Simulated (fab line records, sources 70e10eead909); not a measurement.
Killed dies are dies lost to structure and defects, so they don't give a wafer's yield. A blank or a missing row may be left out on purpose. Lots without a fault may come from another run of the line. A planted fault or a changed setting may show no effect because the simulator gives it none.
A struck lot beside a sound one | flow nand_harc | 12 steps out of a route of 1302
Sound: wafers L791.1, L791.2, L791.4. Struck: wafer L785.3. (L785.1, L785.4 of the same lot were not struck and are left out.) The cause comes at the end.
At each step with rows: each side's tool, then ch and its chambers, then its first start. Under that, the readings that differ: sound wafers | struck wafers | difference of the means | sigmas: that difference in standard deviations of wafers without a fault.
alike: readings whose means differ by less than 2 such deviations, and words and numbers that are the same on both sides. not compared: withheld readings, readings that some wafer has no value for, bounds like >300 that may hide the same value, and numbers for which the record gives no deviation and whose values overlap.
The two part at a step that has a row with sigmas, a row that says differs or no value, or rows on one side only. Numbers that don't overlap but have no deviation are shown without sigmas and don't part them. A reading that every wafer of one side lacks parts them only if that side has two wafers or more.

first, 1 step without rows for these wafers: NHARC_A_STAIRCASE_TRIM_224 (chemistry O2, time 211.2 s).
NHARC_A_STAIRCASE_ETCH_225: etches the open film in C4F8/O2, target depth 100 nm, time 40.5 s.
  sound on rie_diel-10 ch 1,2,3; struck on rie_diel-07 ch 0
  reading                | sound             | struck | difference | sigmas
  oes_product_au (a.u.)  | 0.972 0.936 0.949 | 0.926  | -0.026     | -2
  rf_hours_counter_h (h) | 51 42 54          | 9      | -40        |
  alike: rf_vpp_V
NHARC_A_STAIRCASE_TRIM_226: chemistry O2, time 211.2 s.
  sound on rie_diel-10 ch 0,2,3; struck on rie_diel-07 ch 0
  reading                | sound             | struck | difference | sigmas
  o2_flow_sccm (sccm)    | 499.7 501.8 501.3 | 496.8  | -4.1       | -2
  rf_hours_counter_h (h) | 51 43 52          | 10     | -39        |
  alike: drypump_motor_current_A, oes_product_au, rf_vpp_V, showerhead_plenum_p_Torr, throttle_valve_pct
then, 1 step without rows for these wafers: NHARC_A_STAIRCASE_ETCH_227 (etches the open film in C4F8/O2, target depth 100 nm, time 40.5 s).
NHARC_A_STAIRCASE_TRIM_229: chemistry O2, time 211.2 s.
  sound on rie_diel-10 ch 0,1,3, day 24 20:34; struck on rie_diel-08 ch 2, day 22 11:37
  reading                     | sound          | struck | difference | sigmas
  drypump_motor_current_A (A) | 5.5 5.4 5.3    | 6.5    | +1.1       | +2
  rf_vpp_V (V)                | 57.3 56.7 57.4 | 58.9   | +1.8       | +2
  alike: o2_flow_sccm, oes_product_au, showerhead_plenum_p_Torr, throttle_valve_pct
  not compared: rf_hours_counter_h
NHARC_A_STAIRCASE_ETCH_230: etches the open film in C4F8/O2, target depth 100 nm, time 40.5 s.
  sound on rie_diel-10 ch 0,1,2; struck on rie_diel-08 ch 3
  reading                | sound    | struck | difference | sigmas
  rf_hours_counter_h (h) | 52 54 51 | 43     | -9         |
  alike: oes_product_au, rf_vpp_V
NHARC_A_STAIRCASE_TRIM_231: chemistry O2, time 211.2 s.
  sound on rie_diel-10 ch 0,2,3; struck on rie_diel-08 ch 1
  reading                     | sound       | struck | difference | sigmas
  drypump_motor_current_A (A) | 5.5 5.5 5.6 | 6.6    | +1.1       | +2
  rf_hours_counter_h (h)      | 43 52 51    | 42     | -7         |
  alike: o2_flow_sccm, oes_product_au, rf_vpp_V, showerhead_plenum_p_Torr, throttle_valve_pct
then, 4 steps without rows for these wafers: NHARC_A_STAIRCASE_ETCH_232 (etches the open film in C4F8/O2, target depth 100 nm, time 40.5 s); NHARC_A_STAIRCASE_TRIM_233 (chemistry O2, time 211.2 s); NHARC_A_STAIRCASE_ETCH_234 (etches the open film in C4F8/O2, target depth 100 nm, time 40.5 s); NHARC_A_STAIRCASE_TRIM_235 (chemistry O2, time 211.2 s).
NHARC_A_STAIRCASE_ETCH_236: etches the open film in C4F8/O2, target depth 100 nm, time 40.5 s.
  sound on rie_diel-10 ch 0,1,3, day 24 21:25; struck on rie_diel-08 ch 0, day 22 12:46
  reading                | sound             | struck | difference | sigmas
  oes_product_au (a.u.)  | 0.944 0.955 0.952 | 1.146  | +0.196     | +16
  rf_hours_counter_h (h) | 43 54 53          | 41     | -9         |
  alike: rf_vpp_V

WHERE THEY PART
First at NHARC_A_STAIRCASE_ETCH_225; last, within this record, at NHARC_A_STAIRCASE_ETCH_236.

WHY: what the simulator had put in
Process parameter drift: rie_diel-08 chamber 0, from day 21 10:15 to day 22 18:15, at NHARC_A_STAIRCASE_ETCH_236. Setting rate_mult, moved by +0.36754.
